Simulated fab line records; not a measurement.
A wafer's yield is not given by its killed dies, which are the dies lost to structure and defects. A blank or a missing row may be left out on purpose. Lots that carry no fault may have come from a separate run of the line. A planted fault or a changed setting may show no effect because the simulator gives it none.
Which tool is to blame? + flow nand-harc + 14 lots with 42 wafers sampled at 7 steps, on a route of 1302 steps

== WHAT EACH GAUGE READ, for each wafer ==
NHARC_A_CHANNEL_HOLE_D1_CD_MEAS_10: the cd target is 100 nm. Usual: cd-nm reads 100.0 nm (standard deviation 0.46).
| lot  | measured     | on        | cd-nm (nm)        | flag |
|------|--------------|-----------|-------------------|------|
| L429 | day 8 11:28  | cd-sem-03 | 99.6 100.0 100.2  |      |
| L430 | day 9 01:04  | cd-sem-01 | 100.7 100.2 100.4 |      |
| L432 | day 9 15:11  | cd-sem-03 | 99.7 100.1 99.8   |      |
| L434 | day 10 11:57 | cd-sem-03 | 98.9 99.4 99.3    |      |
| L438 | day 12 00:19 | cd-sem-02 | 86.9 86.4 86.6    | OFF  |
| L437 | day 12 00:48 | cd-sem-02 | 99.1 99.3 99.6    |      |
| L439 | day 12 21:45 | cd-sem-01 | 86.4 85.6 86.5    | OFF  |
| L440 | day 12 23:45 | cd-sem-01 | 100.2 100.3 100.1 |      |
| L443 | day 14 16:00 | cd-sem-02 | 99.6 99.3 100.0   |      |
| L446 | day 15 18:29 | cd-sem-03 | 100.6 100.0 100.4 |      |
| L448 | day 16 12:11 | cd-sem-01 | 100.9 100.4 100.4 |      |
| L449 | day 17 06:47 | cd-sem-01 | 99.7 100.9 100.4  |      |
| L452 | day 18 00:29 | cd-sem-01 | 99.9 100.0 99.9   |      |
| L451 | day 18 00:40 | cd-sem-03 | 100.1 100.5 100.6 |      |

NHARC_A_CHANNEL_HOLE_D1_INSPECT_12. Usual: raw-defect-count reads 4.7 (standard deviation 2.5).
| lot  | measured     | on                | raw-defect-count | flag |
|------|--------------|-------------------|------------------|------|
| L429 | day 8 11:35  | defect-inspect-01 | 10 4 2           |      |
| L430 | day 9 01:11  | defect-inspect-01 | 5 4 6            |      |
| L432 | day 9 15:19  | defect-inspect-01 | 8 2 6            |      |
| L434 | day 10 12:05 | defect-inspect-01 | 2 6 5            |      |
| L438 | day 12 00:26 | defect-inspect-01 | 3 5 3            |      |
| L437 | day 12 00:55 | defect-inspect-01 | 5 5 5            |      |
| L439 | day 12 21:53 | defect-inspect-01 | 9 2 8            |      |
| L440 | day 12 23:52 | defect-inspect-02 | 4 2 2            |      |
| L443 | day 14 16:07 | defect-inspect-02 | 11 2 3           |      |
| L446 | day 15 18:37 | defect-inspect-01 | 5 5 2            |      |
| L448 | day 16 12:19 | defect-inspect-02 | 6 2 6            |      |
| L449 | day 17 06:55 | defect-inspect-01 | 3 4 5            |      |
| L452 | day 18 00:37 | defect-inspect-01 | 5 3 7            |      |
| L451 | day 18 00:47 | defect-inspect-01 | 3 0 6            |      |

NHARC_A_CHANNEL_HOLE_D1_CD_MEAS_18. Usual: cd-nm reads 99.2 nm (standard deviation 2.1).
| lot  | measured     | on        | cd-nm (nm)        | flag |
|------|--------------|-----------|-------------------|------|
| L429 | day 8 12:45  | cd-sem-02 | 100.8 96.5 97.3   |      |
| L430 | day 9 02:23  | cd-sem-02 | 98.7 102.7 102.2  |      |
| L432 | day 9 16:29  | cd-sem-01 | 97.8 99.7 99.3    |      |
| L434 | day 10 13:15 | cd-sem-02 | 99.5 100.9 95.1   |      |
| L438 | day 12 01:36 | cd-sem-03 | 85.2 85.9 87.0    | OFF  |
| L437 | day 12 02:06 | cd-sem-03 | 97.7 100.7 95.6   |      |
| L439 | day 12 23:03 | cd-sem-03 | 88.7 86.4 86.9    | OFF  |
| L440 | day 13 01:02 | cd-sem-02 | 101.4 100.5 102.3 |      |
| L443 | day 14 17:17 | cd-sem-01 | 95.9 101.5 100.4  |      |
| L446 | day 15 19:55 | cd-sem-01 | 95.1 93.9 98.9    |      |
| L448 | day 16 13:29 | cd-sem-01 | 100.1 99.3 100.5  |      |
| L449 | day 17 08:17 | cd-sem-01 | 95.9 96.9 100.9   |      |
| L452 | day 18 02:16 | cd-sem-02 | 98.7 100.6 96.4   |      |
| L451 | day 18 02:43 | cd-sem-02 | 98.8 100.1 98.2   |      |

NHARC_A_CHANNEL_HOLE_D1_CD_MEAS_30. Usual: cd-nm reads 90.6 nm (standard deviation 1.3).
| lot  | measured     | on        | cd-nm (nm)     | flag |
|------|--------------|-----------|----------------|------|
| L429 | day 8 18:22  | cd-sem-02 | 90.6 90.1 88.7 |      |
| L430 | day 9 08:00  | cd-sem-03 | 91.7 93.2 91.0 |      |
| L432 | day 10 02:17 | cd-sem-02 | 90.8 91.2 90.0 |      |
| L434 | day 10 18:50 | cd-sem-01 | 91.0 91.1 91.3 |      |
| L438 | day 12 07:12 | cd-sem-01 | 77.5 75.1 77.9 | OFF  |
| L437 | day 12 08:03 | cd-sem-01 | 89.2 87.1 89.7 |      |
| L439 | day 13 04:40 | cd-sem-01 | 76.6 74.8 76.9 | OFF  |
| L440 | day 13 08:51 | cd-sem-01 | 92.1 91.9 92.8 |      |
| L443 | day 14 22:53 | cd-sem-02 | 90.4 87.5 92.1 |      |
| L446 | day 16 01:31 | cd-sem-01 | 90.7 92.4 91.2 |      |
| L448 | day 16 19:04 | cd-sem-02 | 93.8 91.9 92.3 |      |
| L449 | day 17 19:23 | cd-sem-02 | 91.0 89.4 91.2 |      |
| L452 | day 18 11:24 | cd-sem-03 | 90.4 89.0 88.2 |      |
| L451 | day 18 12:41 | cd-sem-03 | 91.8 91.6 93.4 |      |

== EACH LOT AND THE TOOL THAT RAN IT (in order: tool; ch and the chambers of the sampled wafers; start) ==
| lot  | NHARC_A_CHANNEL_HOLE_D1_PEB_08    | NHARC_A_CHANNEL_HOLE_D1_ETCH_34               | NHARC_A_CHANNEL_HOLE_D1_ETCH_19  |
|------|-----------------------------------|-----------------------------------------------|----------------------------------|
| L429 | litho-track-04 ch 0, day 8 11:23  | rie-diel-03 ch 0,1, day 8 12:45 or earlier    | har-etch-02 ch 0,1, day 8 12:52  |
| L430 | litho-track-04 ch 0, day 9 00:59  | rie-diel-11 ch 2,3, day 9 02:23 or earlier    | har-etch-01 ch 0,1, day 9 02:29  |
| L432 | litho-track-06 ch 0, day 9 15:07  | rie-diel-03 ch 0,1, day 9 16:29 or earlier    | har-etch-02 ch 1, day 9 16:34    |
| L434 | litho-track-06 ch 0, day 10 11:53 | rie-diel-03 ch 0,2,3, day 10 13:15 or earlier | har-etch-02 ch 0,1, day 10 13:19 |
| L438 | litho-track-06 ch 0, day 12 00:14 | rie-diel-03 ch 2,3, day 12 01:36 or earlier   | har-etch-02 ch 1, day 12 01:42   |
| L437 | litho-track-04 ch 0, day 12 00:43 | rie-diel-11 ch 0,1,3, day 12 02:06 or earlier | har-etch-01 ch 0,1, day 12 02:32 |
| L439 | litho-track-06 ch 0, day 12 21:40 | rie-diel-07 ch 1,2, day 12 23:03 or earlier   | har-etch-02 ch 0,1, day 12 23:08 |
| L440 | litho-track-04 ch 0, day 12 23:40 | rie-diel-07 ch 1,2,3, day 13 01:02 or earlier | har-etch-02 ch 0,1, day 13 03:22 |
| L443 | litho-track-04 ch 0, day 14 15:55 | rie-diel-11 ch 0,2,3, day 14 17:17 or earlier | har-etch-01 ch 0,1, day 14 17:23 |
| L446 | litho-track-01 ch 0, day 15 18:24 | rie-diel-11 ch 0,2,3, day 15 19:55 or earlier | har-etch-02 ch 0,1, day 15 20:02 |
| L448 | litho-track-04 ch 0, day 16 12:06 | rie-diel-03 ch 0,2,3, day 16 13:29 or earlier | har-etch-01 ch 0,1, day 16 13:36 |
| L449 | litho-track-04 ch 0, day 17 06:43 | rie-diel-03 ch 0,3, day 17 08:17 or earlier   | har-etch-01 ch 0,1, day 17 13:41 |
| L452 | litho-track-06 ch 0, day 18 00:25 | rie-diel-03 ch 1,2,3, day 18 02:16 or earlier | har-etch-01 ch 0,1, day 18 05:44 |
| L451 | litho-track-01 ch 0, day 18 00:35 | rie-diel-03 ch 1,2,3, day 18 02:43 or earlier | har-etch-02 ch 0,1, day 18 07:04 |
- NHARC_A_CHANNEL_HOLE_D1_PEB_08: peb time 65 s.
- NHARC_A_CHANNEL_HOLE_D1_ETCH_34: etches the open film in CF4/CHF3, target depth 154 nm, time 77 s.
- NHARC_A_CHANNEL_HOLE_D1_ETCH_19: etches the open film in C4F8/O2/Ar, time 34.5 s.

== WHAT THE TOOLS THEMSELVES READ (means of the sampled wafers that have a number; where no wafer has one, the mark that the record gives instead) ==
NHARC_A_CHANNEL_HOLE_D1_PEB_08. Usual: heater-power-total-W 156.6 W, standard deviation 0.44; plate-temp-C 100.03 C, standard deviation 0.12.
| lot  | tool           | heater-power-total-W (W) | plate-temp-C (C) | flag |
|------|----------------|--------------------------|------------------|------|
| L429 | litho-track-04 | 156.8                    | 100.03           |      |
| L430 | litho-track-04 | 156.8                    | 100.11           |      |
| L432 | litho-track-06 | 156.4                    | 100.13           |      |
| L434 | litho-track-06 | 157.1                    | 100.12           |      |
| L438 | litho-track-06 | 147.5                    | 95.64            | OFF  |
| L437 | litho-track-04 | 156.3                    | 100.09           |      |
| L439 | litho-track-06 | 147.5                    | 95.95            | OFF  |
| L440 | litho-track-04 | 156.4                    | 99.99            |      |
| L443 | litho-track-04 | 156.2                    | 99.95            |      |
| L446 | litho-track-01 | 157.0                    | 100.08           |      |
| L448 | litho-track-04 | 157.1                    | 100.05           |      |
| L449 | litho-track-04 | 156.6                    | 100.20           |      |
| L452 | litho-track-06 | 156.3                    | 100.00           |      |
| L451 | litho-track-01 | 156.7                    | 100.03           |      |

NHARC_A_CHANNEL_HOLE_D1_ETCH_34. Usual: drypump-motor-current-A 5.7 A, standard deviation 0.31; oes-product-au 0.941 a.u., standard deviation 0.024; rf-vpp-V 371.0 V, standard deviation 1.4; showerhead-plenum-p-Torr 1.59 Torr, standard deviation 0.032; throttle-valve-pct 16.803 %, standard deviation 0.0096.
| lot  | tool        | drypump-motor-current-A (A) | oes-product-au (a.u.) | rf-vpp-V (V) | showerhead-plenum-p-Torr (Torr) | throttle-valve-pct (%) | flag |
|------|-------------|-----------------------------|-----------------------|--------------|---------------------------------|------------------------|------|
| L429 | rie-diel-03 | 5.5                         | 0.919                 | 370.3        | 1.57                            | 16.805                 |      |
| L430 | rie-diel-11 | 5.2                         | 0.922                 | 370.8        | 1.58                            | 16.800                 |      |
| L432 | rie-diel-03 | 5.5                         | 0.919                 | 370.2        | 1.57                            | 16.799                 |      |
| L434 | rie-diel-03 | 5.8                         | 0.923                 | 371.5        | 1.60                            | 16.796                 |      |
| L438 | rie-diel-03 | 5.9                         | 0.964                 | 371.4        | 1.62                            | 16.805                 |      |
| L437 | rie-diel-11 | 5.5                         | 0.959                 | 370.6        | 1.57                            | 16.800                 |      |
| L439 | rie-diel-07 | 5.9                         | 0.949                 | 371.3        | 1.59                            | 16.793                 |      |
| L440 | rie-diel-07 | 5.5                         | 0.965                 | 371.0        | 1.59                            | 16.811                 |      |
| L443 | rie-diel-11 | 5.4                         | 0.974                 | 370.0        | 1.56                            | 16.796                 |      |
| L446 | rie-diel-11 | 5.4                         | 0.937                 | 369.6        | 1.56                            | 16.801                 |      |
| L448 | rie-diel-03 | 5.8                         | 0.922                 | 371.3        | 1.60                            | 16.801                 |      |
| L449 | rie-diel-03 | 5.9                         | 0.902                 | 370.8        | 1.59                            | 16.802                 |      |
| L452 | rie-diel-03 | 5.8                         | 0.915                 | 371.4        | 1.59                            | 16.799                 |      |
| L451 | rie-diel-03 | 5.8                         | 0.924                 | 370.3        | 1.59                            | 16.804                 |      |

NHARC_A_CHANNEL_HOLE_D1_ETCH_19. Usual: drypump-motor-current-A 5.9 A, standard deviation 0.48; showerhead-plenum-p-Torr 3.64 Torr, standard deviation 0.13; temp-c -19.99 C, standard deviation 0.099; throttle-valve-pct 37.037 %, standard deviation 0.0098.
| lot  | tool        | drypump-motor-current-A (A) | showerhead-plenum-p-Torr (Torr) | temp-c (C) | throttle-valve-pct (%) | flag |
|------|-------------|-----------------------------|---------------------------------|------------|------------------------|------|
| L429 | har-etch-02 | 5.8                         | 3.58                            | -19.91     | 37.029                 |      |
| L430 | har-etch-01 | 5.7                         | 3.74                            | -19.95     | 37.032                 |      |
| L432 | har-etch-02 | 5.6                         | 3.59                            | -19.99     | 37.037                 |      |
| L434 | har-etch-02 | 5.8                         | 3.57                            | -19.97     | 37.031                 |      |
| L438 | har-etch-02 | 5.5                         | 3.57                            | -20.00     | 37.034                 |      |
| L437 | har-etch-01 | 6.1                         | 3.67                            | -19.94     | 37.033                 |      |
| L439 | har-etch-02 | 6.0                         | 3.54                            | -20.00     | 37.029                 |      |
| L440 | har-etch-02 | 6.0                         | 3.53                            | -20.03     | 37.037                 |      |
| L443 | har-etch-01 | 6.1                         | 3.65                            | -19.99     | 37.027                 |      |
| L446 | har-etch-02 | 6.0                         | 3.52                            | -20.05     | 37.050                 |      |
| L448 | har-etch-01 | 5.7                         | 3.68                            | -19.90     | 37.038                 |      |
| L449 | har-etch-01 | 5.7                         | 3.67                            | -19.99     | 37.039                 |      |
| L452 | har-etch-01 | 5.7                         | 3.67                            | -20.15     | 37.033                 |      |
| L451 | har-etch-02 | 6.0                         | 3.97                            | -19.88     | 37.038                 |      |

== THE ANSWER, worked out from the rows above alone ==
Rule: a lot is off if the mean of its wafers that have a number lies more than 3 standard deviations from the usual mean. A lot without any number at a reading at which 4 lots or more have one is off too. All remaining lots with rows at the step are treated as sound. Order of review: gauges by route order, followed by the tools' own readings, for which a lot's mean as printed above is used. At the first step where some lot is off, the reading lying furthest off is the one used; lots without a number count as furthest.
Off: L438, L439, at NHARC_A_CHANNEL_HOLE_D1_CD_MEAS_10 (cd-nm).
A tool fits if, at a process step before that reading, it ran every lot that is off, and no sound lot after the first of them. Not tried: the gauges at NHARC_A_CHANNEL_HOLE_D1_CD_MEAS_10; whatever is off there is also off at NHARC_A_CHANNEL_HOLE_D1_CD_MEAS_18, on other tools, and gauge error can't account for it. No candidate that was tried fits.

== WHAT THE SIMULATOR HAD INSERTED ==
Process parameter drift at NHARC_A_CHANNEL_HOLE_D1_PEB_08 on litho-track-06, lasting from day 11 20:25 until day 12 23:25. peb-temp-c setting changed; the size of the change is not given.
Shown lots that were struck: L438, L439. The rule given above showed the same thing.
